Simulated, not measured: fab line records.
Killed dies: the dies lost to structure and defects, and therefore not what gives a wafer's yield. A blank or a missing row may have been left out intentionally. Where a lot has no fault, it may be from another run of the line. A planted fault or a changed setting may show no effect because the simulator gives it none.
Which tool is to blame? | flow nand-harc | 30 wafers from 10 lots sampled at 5 of the route's 1159 steps

== WHAT EACH GAUGE READ, for each wafer ==
NHARC_END_SORT_01. Usual: killed-at-array 27, standard deviation 11; killed-at-other 0.7, standard deviation 0.93; killed-at-periphery 2.9, standard deviation 1.9; killed-dies 30, standard deviation 11; killed-open 3.1, standard deviation 1.7; killed-short 1.9, standard deviation 1.3.
lot  | measured     | on        | killed-at-array | killed-at-other | killed-at-periphery | killed-dies | killed-open | killed-short | flag
L479 | day 19 13:11 | prober-01 | 30 38 98        | 1 1 0           | 4 6 3               | 35 45 101   | 2 4 2       | 2 1 2        |
L483 | day 20 08:32 | prober-01 | 28 85 29        | 3 2 0           | 1 3 3               | 32 90 32    | 2 1 4       | 2 4 2        |

== WHICH TOOL RAN EACH LOT (tool, then ch and the chambers of the sampled wafers, then the start) ==
lot  | NHARC_A_CHANNEL_HOLE_D1_ETCH_34    | NHARC_A_CHANNEL_HOLE_D1_ETCH_24  | NHARC_A_CHANNEL_HOLE_D1_ETCH_25  | NHARC_A_CHANNEL_FILL_D1_ALD_16
L478 | rie-diel-10 ch 1,2,3, day 8 05:46  | har-etch-02 ch 0,1, day 8 08:40  | har-etch-02 ch 0,1, day 8 09:26  | ald-hk-01 ch 0,3, day 9 02:25
L479 | rie-diel-10 ch 0,1,2, day 9 01:58  | har-etch-01 ch 0,1, day 9 04:50  | har-etch-01 ch 0,1, day 9 05:36  | ald-hk-01 ch 0,3, day 9 19:44
L483 | rie-diel-10 ch 0,2,3, day 9 11:40  | har-etch-01 ch 0,1, day 9 14:33  | har-etch-01 ch 0,1, day 9 15:19  | ald-hk-04 ch 0,1,2, day 10 06:36
L484 | rie-diel-03 ch 0,2,3, day 9 11:49  | har-etch-02 ch 0,1, day 9 14:41  | har-etch-02 ch 0,1, day 9 15:27  | ald-hk-01 ch 0,1,2, day 10 06:36
L492 | rie-diel-11 ch 0,1, day 11 19:44   | har-etch-01 ch 0,1, day 11 23:29 | har-etch-01 ch 0,1, day 12 00:17 | ald-hk-04 ch 0,1,2, day 12 15:01
L496 | rie-diel-10 ch 0,2,3, day 12 11:26 | har-etch-02 ch 0,1, day 12 14:26 | har-etch-02 ch 0,1, day 12 15:13 | ald-hk-04 ch 0,1,3, day 13 07:23
L498 | rie-diel-10 ch 1,2, day 13 03:25   | har-etch-02 ch 0,1, day 13 06:33 | har-etch-02 ch 0,1, day 13 07:21 | ald-hk-01 ch 0,1,2, day 13 23:21
L497 | rie-diel-03 ch 0,2,3, day 13 03:41 | har-etch-01 ch 0,1, day 13 07:53 | har-etch-01 ch 0,1, day 13 08:40 | ald-hk-04 ch 0,1,3, day 13 23:16
L499 | rie-diel-11 ch 1,2, day 13 11:24   | har-etch-01 ch 0,1, day 13 14:16 | har-etch-01 ch 0,1, day 13 15:03 | ald-hk-04 ch 2,3, day 14 06:29
L500 | rie-diel-03 ch 1,2, day 14 03:04   | har-etch-02 ch 0,1, day 14 09:58 | har-etch-02 ch 0,1, day 14 10:47 | ald-hk-04 ch 1,2, day 15 04:56
- NHARC_A_CHANNEL_HOLE_D1_ETCH_34: etches the open film in CF4/CHF3, target depth 154 nm, time 77 s.
- NHARC_A_CHANNEL_HOLE_D1_ETCH_24: etches the open film in C4F8/O2/Ar, time 906.2 s, target depth 1500 nm.
- NHARC_A_CHANNEL_HOLE_D1_ETCH_25: etches the open film in C4F8/O2/Ar, time 1040.2 s, target depth 1500 nm.
- NHARC_A_CHANNEL_FILL_D1_ALD_16: deposits SiO2, target thk 1.5 nm, pulse time 10 s, ald cycles 15.

== AS READ BY THE TOOLS THEMSELVES (means over the sampled wafers that have a number; for cases with no such wafer, the mark the record gives instead) ==
NHARC_A_CHANNEL_HOLE_D1_ETCH_34. Usual: chamber-pressure-mTorr 25.002 mTorr, standard deviation 0.022; drypump-motor-current-A 5.92 A, standard deviation 0.27; oes-product-au 0.950 a.u., standard deviation 0.023; rf-vpp-V 370.8 V, standard deviation 2.2; run-length-s 98.1 s, standard deviation 0.46; showerhead-plenum-p-Torr 1.58 Torr, standard deviation 0.063; throttle-valve-pct 16.803 %, standard deviation 0.0098.
lot  | tool        | chamber-pressure-mTorr (mTorr) | drypump-motor-current-A (A) | oes-product-au (a.u.) | rf-vpp-V (V) | run-length-s (s) | showerhead-plenum-p-Torr (Torr) | throttle-valve-pct (%) | flag
L478 | rie-diel-10 | 24.994                         | 5.71                        | 0.967                 | 368.7        | 98.0             | 1.53                            | 16.793                 |
L479 | rie-diel-10 | 24.983                         | 5.66                        | 0.974                 | 371.3        | 95.7             | 1.59                            | 16.808                 | OFF
L483 | rie-diel-10 | 24.999                         | 5.89                        | 0.978                 | 369.9        | 96.0             | 1.55                            | 16.803                 | OFF
L484 | rie-diel-03 | 25.004                         | 5.92                        | 0.920                 | 371.8        | 97.9             | 1.62                            | 16.809                 |
L492 | rie-diel-11 | 25.012                         | 6.14                        | 0.957                 | 369.5        | 98.4             | 1.54                            | 16.804                 |
L496 | rie-diel-10 | 25.001                         | 5.92                        | 0.982                 | 370.0        | 98.3             | 1.54                            | 16.811                 |
L498 | rie-diel-10 | 25.008                         | 5.72                        | 0.964                 | 369.5        | 98.0             | 1.54                            | 16.805                 |
L497 | rie-diel-03 | 24.994                         | 5.92                        | 0.934                 | 371.7        | 97.6             | 1.62                            | 16.799                 |
L499 | rie-diel-11 | 25.005                         | 6.01                        | 0.946                 | 372.6        | 98.3             | 1.60                            | 16.814                 |
L500 | rie-diel-03 | 24.980                         | 6.07                        | 0.926                 | 371.8        | 98.4             | 1.61                            | 16.797                 |

NHARC_A_CHANNEL_HOLE_D1_ETCH_24. Usual: c4f8-flow-sccm 93.77 sccm, standard deviation 0.27; chamber-pressure-mTorr 19.999 mTorr, standard deviation 0.019; drypump-motor-current-A 6.0 A, standard deviation 0.38; showerhead-plenum-p-Torr 3.82 Torr, standard deviation 0.046; temp-c -19.99 C, standard deviation 0.11; throttle-valve-pct 32.235 %, standard deviation 0.0091.
lot  | tool        | c4f8-flow-sccm (sccm) | chamber-pressure-mTorr (mTorr) | drypump-motor-current-A (A) | showerhead-plenum-p-Torr (Torr) | temp-c (C) | throttle-valve-pct (%) | flag
L478 | har-etch-02 | 93.78                 | 20.001                         | 6.0                         | 3.87                            | -19.91     | 32.238                 |
L479 | har-etch-01 | 93.76                 | 19.995                         | 6.4                         | 3.77                            | -20.06     | 32.233                 |
L483 | har-etch-01 | 93.71                 | 20.009                         | 6.4                         | 3.77                            | -19.93     | 32.241                 |
L484 | har-etch-02 | 93.77                 | 20.000                         | 5.7                         | 3.86                            | -19.94     | 32.224                 |
L492 | har-etch-01 | 94.05                 | 19.991                         | 6.3                         | 3.78                            | -20.01     | 32.234                 |
L496 | har-etch-02 | 93.81                 | 19.989                         | 6.0                         | 3.84                            | -19.99     | 32.234                 |
L498 | har-etch-02 | 93.93                 | 20.002                         | 5.7                         | 3.84                            | -20.00     | 32.234                 |
L497 | har-etch-01 | 93.99                 | 19.995                         | 6.3                         | 3.77                            | -20.07     | 32.233                 |
L499 | har-etch-01 | 93.93                 | 19.993                         | 6.4                         | 3.75                            | -19.91     | 32.234                 |
L500 | har-etch-02 | 93.98                 | 19.989                         | 5.9                         | 3.83                            | -20.07     | 32.236                 |

NHARC_A_CHANNEL_HOLE_D1_ETCH_25. Usual: c4f8-flow-sccm 93.75 sccm, standard deviation 0.28; chamber-pressure-mTorr 20.001 mTorr, standard deviation 0.019; drypump-motor-current-A 6.0 A, standard deviation 0.39; showerhead-plenum-p-Torr 3.82 Torr, standard deviation 0.046; temp-c -20.00 C, standard deviation 0.11; throttle-valve-pct 32.236 %, standard deviation 0.0089.
lot  | tool        | c4f8-flow-sccm (sccm) | chamber-pressure-mTorr (mTorr) | drypump-motor-current-A (A) | showerhead-plenum-p-Torr (Torr) | temp-c (C) | throttle-valve-pct (%) | flag
L478 | har-etch-02 | 93.72                 | 20.003                         | 6.0                         | 3.87                            | -19.91     | 32.237                 |
L479 | har-etch-01 | 93.65                 | 20.002                         | 6.4                         | 3.77                            | -19.89     | 32.238                 |
L483 | har-etch-01 | 93.38                 | 19.995                         | 6.4                         | 3.77                            | -20.09     | 32.231                 |
L484 | har-etch-02 | 93.54                 | 20.006                         | 5.7                         | 3.86                            | -20.08     | 32.236                 |
L492 | har-etch-01 | 93.75                 | 19.999                         | 6.3                         | 3.78                            | -19.98     | 32.240                 |
L496 | har-etch-02 | 93.58                 | 19.994                         | 6.0                         | 3.84                            | -19.95     | 32.232                 |
L498 | har-etch-02 | 93.66                 | 19.998                         | 5.7                         | 3.84                            | -20.02     | 32.231                 |
L497 | har-etch-01 | 93.56                 | 20.026                         | 6.3                         | 3.77                            | -20.07     | 32.239                 |
L499 | har-etch-01 | 93.56                 | 19.991                         | 6.4                         | 3.74                            | -20.05     | 32.222                 |
L500 | har-etch-02 | 93.98                 | 19.996                         | 6.0                         | 3.83                            | -20.01     | 32.235                 |

NHARC_A_CHANNEL_FILL_D1_ALD_16. Usual: heater-power-w 472 W, standard deviation 63; precursor-pulse-height-rel 1.000, standard deviation 0.018.
lot  | tool      | heater-power-w (W) | precursor-pulse-height-rel | flag
L478 | ald-hk-01 | 454                | 1.009                      |
L479 | ald-hk-01 | 458                | 1.008                      |
L483 | ald-hk-04 | 451                | 1.014                      |
L484 | ald-hk-01 | 473                | 0.985                      |
L492 | ald-hk-04 | 456                | 0.992                      |
L496 | ald-hk-04 | 472                | 1.001                      |
L498 | ald-hk-01 | 470                | 1.004                      |
L497 | ald-hk-04 | 468                | 0.981                      |
L499 | ald-hk-04 | 564                | 1.009                      |
L500 | ald-hk-04 | 528                | 1.005                      |

== THE ANSWER, worked out from the rows above alone ==
Rule: take the mean of a lot's wafers that have a number; if it is more than 3 standard deviations from the usual mean, the lot is off. Also off: a lot with no number at a reading for which 4 or more lots have one. All remaining lots with rows at the step are treated as sound. First the gauges in route order, then the tools' own readings, where a lot's mean is used as printed above. At the first step where some lot is off, the reading lying furthest off is the one used; lots without a number count as furthest.
Off: L479, L483 (NHARC_A_CHANNEL_HOLE_D1_ETCH_34, run-length-s).
If a tool, at that step or one of the process steps before it, ran each lot that is off and ran no sound lot following the first of them, it fits. None of those tried fits.

== WHAT HAD BEEN PUT IN BY THE SIMULATOR ==
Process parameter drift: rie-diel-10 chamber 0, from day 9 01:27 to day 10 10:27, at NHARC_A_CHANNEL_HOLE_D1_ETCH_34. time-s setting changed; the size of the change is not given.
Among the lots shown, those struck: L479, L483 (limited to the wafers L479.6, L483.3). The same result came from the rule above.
